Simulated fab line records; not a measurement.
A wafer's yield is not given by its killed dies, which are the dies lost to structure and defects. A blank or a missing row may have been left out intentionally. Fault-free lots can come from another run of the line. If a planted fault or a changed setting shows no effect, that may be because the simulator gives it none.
Which of the tools did it?    flow n5_finfet    15 lots with 45 wafers sampled at 2 steps, on a route of 1938 steps

WHAT THE GAUGES SHOWED, per wafer
N5_BEOL_M10_INSPECT_58: inspects for defects (darkfield).
lot   measured      on                 raw_defect_count
L137  day 9 09:07   defect_inspect-02  70 103 90
L140  day 10 10:31  defect_inspect-01  60 95 74
L138  day 11 03:20  defect_inspect-02  74 73 63
L139  day 11 13:37  defect_inspect-02  59 63 61
L143  day 11 16:25  defect_inspect-02  118 102 87
L142  day 11 20:45  defect_inspect-01  58 75 55
L148  day 13 02:20  defect_inspect-01  58 89 110
L149  day 13 12:47  defect_inspect-01  97 102 121
L150  day 13 23:54  defect_inspect-01  66 79 65
L152  day 14 01:04  defect_inspect-02  79 121 97
L157  day 15 08:05  defect_inspect-01  60 97 71
L155  day 15 08:31  defect_inspect-02  43 36 39
L156  day 15 08:32  defect_inspect-01  95 79 76
L159  day 15 22:34  defect_inspect-02  65 53 74
L160  day 16 05:04  defect_inspect-01  58 104 61

WHAT TOOL EACH LOT RAN ON (gives the tool, then ch and the chambers of the sampled wafers, and finally the start)
lot   N5_BEOL_M10_ANNEAL_51
L137  rtp_anneal-02 ch 0, day 9 08:22
L140  rtp_anneal-01 ch 0, day 10 09:43
L138  rtp_anneal-01 ch 0, day 11 02:40
L139  rtp_anneal-01 ch 0, day 11 12:52
L143  rtp_anneal-02 ch 0, day 11 15:40
L142  rtp_anneal-02 ch 0, day 11 20:02
L148  rtp_anneal-01 ch 0, day 13 01:38
L149  rtp_anneal-02 ch 0, day 13 12:05
L150  rtp_anneal-02 ch 0, day 13 23:12
L152  rtp_anneal-02 ch 0, day 14 00:19
L157  rtp_anneal-02 ch 0, day 15 07:23
L155  rtp_anneal-01 ch 0, day 15 07:46
L156  rtp_anneal-02 ch 0, day 15 07:47
L159  rtp_anneal-02 ch 0, day 15 21:48
L160  rtp_anneal-01 ch 0, day 16 04:19
- N5_BEOL_M10_ANNEAL_51: time 90 s.

WHAT THE TOOLS THEMSELVES READ (means of the sampled wafers that have a number; where no wafer has one, the mark that the record gives instead)
N5_BEOL_M10_ANNEAL_51.
lot   tool           wafer_temp_C_max
L137  rtp_anneal-02  225.8
L140  rtp_anneal-01  226.0
L138  rtp_anneal-01  226.1
L139  rtp_anneal-01  226.0
L143  rtp_anneal-02  225.8
L142  rtp_anneal-02  225.9
L148  rtp_anneal-01  226.5
L149  rtp_anneal-02  225.6
L150  rtp_anneal-02  225.9
L152  rtp_anneal-02  225.8
L157  rtp_anneal-02  225.6
L155  rtp_anneal-01  226.2
L156  rtp_anneal-02  225.8
L159  rtp_anneal-02  225.8
L160  rtp_anneal-01  226.3

THE ANSWER, worked out from the rows above alone
Rule: the usual values come from the lots themselves. Put in order of their means at a reading, lots are off if they are a third of the lots or fewer, leave a main group of 4 or more, and stand apart from it by a gap of 3 or more times the standard deviation of the main group's means; of several such gaps the widest counts. The tables above print the reading to a certain number of digits; a main group whose means all agree to those digits is not used. Also off: a lot with no number at a reading for which 4 or more lots have one. The other lots that the step has rows for count as sound. Order of review: gauges by route order, followed by the tools' own readings, for which a lot's mean as printed above is used. At the first step where some lot is off, the reading lying furthest off is the one used; lots without a number count as furthest.
Across all readings shown, no lot is off: no conclusion can be drawn from this.

WHAT THE SIMULATOR PUT IN
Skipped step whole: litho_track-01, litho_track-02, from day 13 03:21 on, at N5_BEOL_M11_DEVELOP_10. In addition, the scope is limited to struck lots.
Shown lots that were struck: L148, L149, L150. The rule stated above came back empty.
